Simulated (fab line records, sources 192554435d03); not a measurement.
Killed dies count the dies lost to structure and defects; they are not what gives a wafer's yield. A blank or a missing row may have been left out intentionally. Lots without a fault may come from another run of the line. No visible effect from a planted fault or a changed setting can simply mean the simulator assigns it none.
Split-lot study	flow n5Finfet	7 lots, 21 wafers read, on a route of 1938 steps

## SPLIT DETAILS
At N5_HKMG_FIN_EXPOSE_09 (exposes mask NWFM), the setting doseMj was moved away from the recipe's 39.25 on 4 of the 21 wafers read, by -4.5% to +5.7%. The other wafers ran this setting at the recipe's value.

## FROM THE SPLIT TO THE READING: what the file shows between them, 2 steps
- N5_HKMG_FIN_PEB_10: peb time 60 s
- N5_HKMG_FIN_DEVELOP_11: develop time 30 s

## THE READING
cdNm, in nm, at N5_HKMG_FIN_CD_MEAS_12 (target cd 92.8 nm). On this fab line, fault-free wafers typically give 92.9 nm with a standard deviation of 0.6 nm.

wafer	tool, chamber at the split	doseMj as run	against the recipe	cdNm, nm	against lot-mates on the recipe
L080.1	arfiScanner-02, 0	39.25	recipe	92.0	-
L080.2	arfiScanner-02, 0	39.25	recipe	92.2	-
L080.5	arfiScanner-02, 0	38.23	-2.6%	90.6	-1.5
L087.1	arfiScanner-03, 0	39.25	recipe	92.9	-
L087.2	arfiScanner-03, 0	39.25	recipe	92.6	-
L087.4	arfiScanner-03, 0	39.25	recipe	92.7	-
L090.1	arfiScanner-03, 0	39.25	recipe	92.4	-
L090.5	arfiScanner-03, 0	39.25	recipe	92.4	-
L090.6	arfiScanner-03, 0	39.25	recipe	92.4	-
L091.1	arfiScanner-01, 0	39.25	recipe	92.8	-
L091.5	arfiScanner-01, 0	41.49	+5.7%	96.3	+3.5
L091.6	arfiScanner-01, 0	41.49	+5.7%	96.7	+3.9
L093.1	arfiScanner-03, 0	39.25	recipe	92.9	-
L093.2	arfiScanner-03, 0	39.25	recipe	92.7	-
L093.5	arfiScanner-03, 0	39.25	recipe	92.9	-
L095.1	arfiScanner-03, 0	37.47	-4.5%	89.7	-3.5
L095.3	arfiScanner-03, 0	39.25	recipe	93.3	-
L095.6	arfiScanner-03, 0	39.25	recipe	93.0	-
L096.1	arfiScanner-02, 0	39.25	recipe	92.4	-
L096.3	arfiScanner-02, 0	39.25	recipe	92.3	-
L096.6	arfiScanner-02, 0	39.25	recipe	91.9	-

FIT RESULTS
A straight line over all 21 wafers: cdNm changes by +0.681 nm for each +1% of doseMj; r = +0.97; the points scatter about the line by 0.36 nm.
The same after taking each lot's own level away (the mean of its wafers on the recipe; 21 wafers): +0.669 nm for each +1%; r = +0.99; scatter 0.18 nm.
That fit puts the effect of the largest move of doseMj on the reading at 3.8 nm.
Across the lots, their own levels run from 92.10 to 93.15 nm, a range of 1.8 times the standard deviation given above.
Hence the lot-to-lot level has little effect on the slope; both slopes agree.
Check: for one of the wafers moved furthest among these (+5.7%), held out of the fit, the line's prediction against its lot-mates is +3.98 nm. It came out at +3.5 nm against them.

## THE OTHER SPLITS THESE WAFERS WENT THROUGH
Before the reading, these wafers also passed through other splits. Each is held against what the fit with the lots' levels taken away leaves over:
other split on the same wafers	wafers away from the commonest value	r with cdNm (lot level and that fit taken away)
N5_PMOS_HMC_CHANNEL_EPI_PEB_07 pebTempC	9	-0.12
N5_PMOS_HMC_CHANNEL_EPI_ETCH_32 biasW	8	-0.05
N5_FIN_SAQP_ETCH_34 sourceW	9	-0.17
N5_FIN_SAQP_FIN_ETCH_36 icpW	7	-0.18
N5_FIN_CUT_ETCH_21 timeS	9	-0.58
N5_DUMMY_GATE_PECVD_30 timeS	7	+0.29
N5_SD_EPI_P_EXPOSE_06 doseMj	9	-0.23
N5_SD_EPI_P_DESCUM_14 timeS	5	+0.26

## THE FILE'S OWN FIT
cdNm changes by +0.677 nm for each +1% of doseMj, r = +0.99.
